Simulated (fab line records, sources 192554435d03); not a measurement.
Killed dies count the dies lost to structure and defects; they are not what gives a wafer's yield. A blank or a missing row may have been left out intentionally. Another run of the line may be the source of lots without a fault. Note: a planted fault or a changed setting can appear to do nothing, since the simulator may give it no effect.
Matching of chambers + flow n5-finfet + N5_BEOL_M8_CMP_52 on cmp-01: 4 sister chambers
The step polishes, stops on SiCOH lowk, t overpolish 6.9 s, target thk 80 nm. 22 wafers are shown with their chamber, then 11 later ones without.

WAFERS PAIRED WITH THEIR CHAMBERS
| wafer  | chamber | motor-current-A (A) | time-to-endpoint-s (s) | barrier-field-endpoint-s (s) |
|--------|---------|---------------------|------------------------|------------------------------|
| L074.2 | 3       | 5.6                 | 66                     | 30.1                         |
| L074.3 | 2       | 6.3                 | 63                     | 30.0                         |
| L074.5 | 0       | 7.1                 | 59                     | 29.3                         |
| L078.1 | 0       | 7.0                 | 62                     | 28.6                         |
| L078.3 | 3       | 5.5                 | 64                     | 29.4                         |
| L078.6 | 3       | 5.7                 | 68                     | 29.5                         |
| L077.1 | 0       | 7.1                 | 60                     | 28.9                         |
| L077.4 | 2       | 6.3                 | 62                     | 29.6                         |
| L077.5 | 3       | 5.5                 | 66                     | 29.7                         |
| L083.2 | 3       | 5.7                 | 72                     | 29.8                         |
| L083.5 | 2       | 6.0                 | 66                     | 30.2                         |
| L083.6 | 1       | 5.4                 | 60                     | 29.0                         |
| L085.1 | 2       | 6.3                 | 67                     | 29.2                         |
| L085.2 | 3       | 5.7                 | 65                     | 29.0                         |
| L085.4 | 0       | 7.1                 | 65                     | 28.6                         |
| L088.1 | 0       | 7.0                 | 60                     | 28.1                         |
| L088.2 | 1       | 5.5                 | 57                     | 27.7                         |
| L088.6 | 1       | 5.4                 | 59                     | 28.2                         |
| L087.1 | 2       | 5.7                 | 65                     | 29.1                         |
| L087.2 | 3       | 5.8                 | 65                     | 28.3                         |
| L087.4 | 0       | 6.7                 | 65                     | 29.5                         |
| L089.1 | 1       | 5.6                 | 57                     | 28.2                         |

SIGNATURES, as means of the wafers listed above
| reading                  | chamber 0 | chamber 1 | chamber 2 | chamber 3 | scatter within a chamber |
|--------------------------|-----------|-----------|-----------|-----------|--------------------------|
| motor-current-A          | 7.000     | 5.475     | 6.120     | 5.643     | 0.169                    |
| time-to-endpoint-s       | 61.83     | 58.25     | 64.60     | 66.57     | 2.39                     |
| barrier-field-endpoint-s | 28.833    | 28.275    | 29.620    | 29.400    | 0.539                    |
Rule: for a wafer and a chamber, the distance is found by dividing, reading by reading, the gap between the wafer's reading and the chamber's mean by the reading's scatter, squaring, summing and taking the root. The wafer belongs to the nearest chamber; if the next one is less than 2 further off, it can't be placed. How the scatter is found: for the shown wafers, subtract from each reading the mean of its chamber, square and add these, divide the total by (wafers less chambers), then take the root.

WAFERS WITHOUT THEIR CHAMBER
| wafer  | motor-current-A (A) | time-to-endpoint-s (s) | barrier-field-endpoint-s (s) |
|--------|---------------------|------------------------|------------------------------|
| L089.2 | 6.1                 | 64                     | 28.8                         |
| L089.6 | 5.6                 | 55                     | 28.5                         |
| L092.1 | 5.3                 | 55                     | 27.6                         |
| L092.3 | 5.3                 | 66                     | 29.5                         |
| L092.5 | 5.9                 | 64                     | 28.2                         |
| L090.1 | 5.7                 | 55                     | 28.3                         |
| L090.3 | 5.7                 | 66                     | 29.2                         |
| L090.5 | 5.7                 | 66                     | 29.9                         |
| L097.1 | 7.0                 | 62                     | 29.1                         |
| L097.4 | 5.4                 | 67                     | 30.5                         |
| L097.6 | 6.3                 | 65                     | 30.2                         |

THE CHAMBER EACH PASSED THROUGH
| wafer  | from the rows above          | in truth |
|--------|------------------------------|----------|
| L089.2 | can't be placed: 2 or 3      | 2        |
| L089.6 | 1                            | 1        |
| L092.1 | 1                            | 1        |
| L092.3 | 3                            | 3        |
| L092.5 | can't be placed: 3 or 2 or 1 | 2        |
| L090.1 | 1                            | 1        |
| L090.3 | 3                            | 3        |
| L090.5 | can't be placed: 3 or 2      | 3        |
| L097.1 | 0                            | 0        |
| L097.4 | 3                            | 3        |
| L097.6 | 2                            | 2        |
Correctly placed: 8 of 11. From these rows, 3 cannot be placed; in 3 the true chamber is one of the candidates. 0 placed wrongly.
